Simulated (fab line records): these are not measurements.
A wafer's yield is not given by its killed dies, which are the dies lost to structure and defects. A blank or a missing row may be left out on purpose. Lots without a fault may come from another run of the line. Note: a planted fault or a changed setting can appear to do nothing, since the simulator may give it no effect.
One fault seen from 3 desks | flow n5 finfet | each desk has only its own numbers; what lay behind them comes last

THE DEFECT DESK
What the inspections along the route counted, lot by lot: means of the sampled wafers that have a number. Any lot whose mean is over 4 standard deviations away from the usual mean is out of limits and marked OUT; that distance is given in the brackets.
Columns: A = raw defect count at N5_HKMG_FIN_INSPECT_14, usual 2.0
lot  | first seen here | A
L864 | day 4 06:01     | 2.0
L865 | day 4 07:59     | 2.3
L875 | day 7 00:14     | 1.3
L876 | day 7 07:23     | 3.0
L879 | day 8 05:44     | 2.7
L886 | day 9 22:00     | 4.0
Finding of this desk: none of the 6 lots has anything out of limits.

FROM THE METROLOGY DESK
Lot by lot, what the gauges showed, no matter which tool ran the lot: averages of those sampled wafers that carry a number. Any lot whose mean is over 4 standard deviations away from the usual mean is out of limits and marked OUT; that distance is given in the brackets. Shown here are 7 of its 11 readings, the ones lying furthest out on some lot.
Columns: A = NWFM_OVL at N5_HKMG_FIN_OVL_MEAS_13, usual -0.1 nm; B = DIBL_P at N5_BEOL_M4_RC_MEAS_101, usual 36.3 mV/V; C = IOFF_N at N5_BEOL_M4_RC_MEAS_101, usual 0.15 nA/um; D = ION_N at N5_BEOL_M4_RC_MEAS_101, usual 672 uA/um; E = ION_P at N5_BEOL_M4_RC_MEAS_101, usual 463 uA/um; F = VT_N at N5_BEOL_M4_RC_MEAS_101, usual 251 mV; G = VT_P at N5_BEOL_M4_RC_MEAS_101, usual -250 mV
lot  | first seen here | A    | B    | C    | D   | E   | F   | G
L864 | day 4 05:59     | -0.2 | 35.1 | 0.13 | 658 | 461 | 255 | -249
L865 | day 4 07:57     | -0.1 | 39.1 | 0.19 | 681 | 459 | 248 | -251
L875 | day 7 00:13     | 0.3  | 35.4 | 0.15 | 662 | 456 | 250 | -249
L876 | day 7 07:21     | -1.6 | 37.1 | 0.18 | 691 | 472 | 247 | -249
L879 | day 8 05:42     | -0.3 | 34.9 | 0.15 | 684 | 475 | 250 | -245
L886 | day 9 21:58     | 0.1  | 37.4 | 0.17 | 677 | 465 | 250 | -247
Finding of this desk: none of the 6 lots has anything out of limits.

THE TOOL OWNER'S DESK: litho track-03
The tool's own readings at N5_HKMG_FIN_COAT_85 (time 60 s, resist thk 300 nm): means of the sampled wafers that have a number, for each lot that ran on this tool. Any lot whose mean is over 4 standard deviations away from the usual mean is out of limits and marked OUT; that distance is given in the brackets.
Columns: A = heater power total W at N5_HKMG_FIN_COAT_85, usual 500.7 W; B = resist line temp C at N5_HKMG_FIN_COAT_85, usual 22.98 C; C = spin speed rpm at N5_HKMG_FIN_COAT_85, usual 1499.8 rpm
lot  | first seen here | A     | B     | C
L865 | day 4 09:17     | 499.6 | 22.88 | 1499.7
L875 | day 7 01:32     | 500.8 | 23.12 | 1460.4 (-40) OUT
L876 | day 7 09:05     | 502.9 | 23.08 | 1461.7 (-39) OUT
Finding of this desk: L875, L876 out of limits; the first was L875 at day 7 01:32, on spin speed rpm at N5_HKMG_FIN_COAT_85. L865: within limits.

ALL TOGETHER
An alarm could have come from the tool owner's desk at day 7 01:32, on L875, L876.
No out-of-limits result turned up at the defect desk.
At the metrology desk, nothing out of limits was observed.
The defect desk has L875, L876 on record, within its limits.
The metrology desk holds a record of L875, L876, inside its limits.
Of the lots named, all ran N5_HKMG_FIN_COAT_85 on litho track-03.

WHAT THE SIMULATOR PUT IN
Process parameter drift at N5_HKMG_FIN_COAT_85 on litho track-03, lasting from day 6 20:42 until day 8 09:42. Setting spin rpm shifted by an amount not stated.
Struck lots among those shown: L875, L876.
How many hours passed from the start of the fault until each desk's first out-of-limits reading: the tool owner's desk, 5.
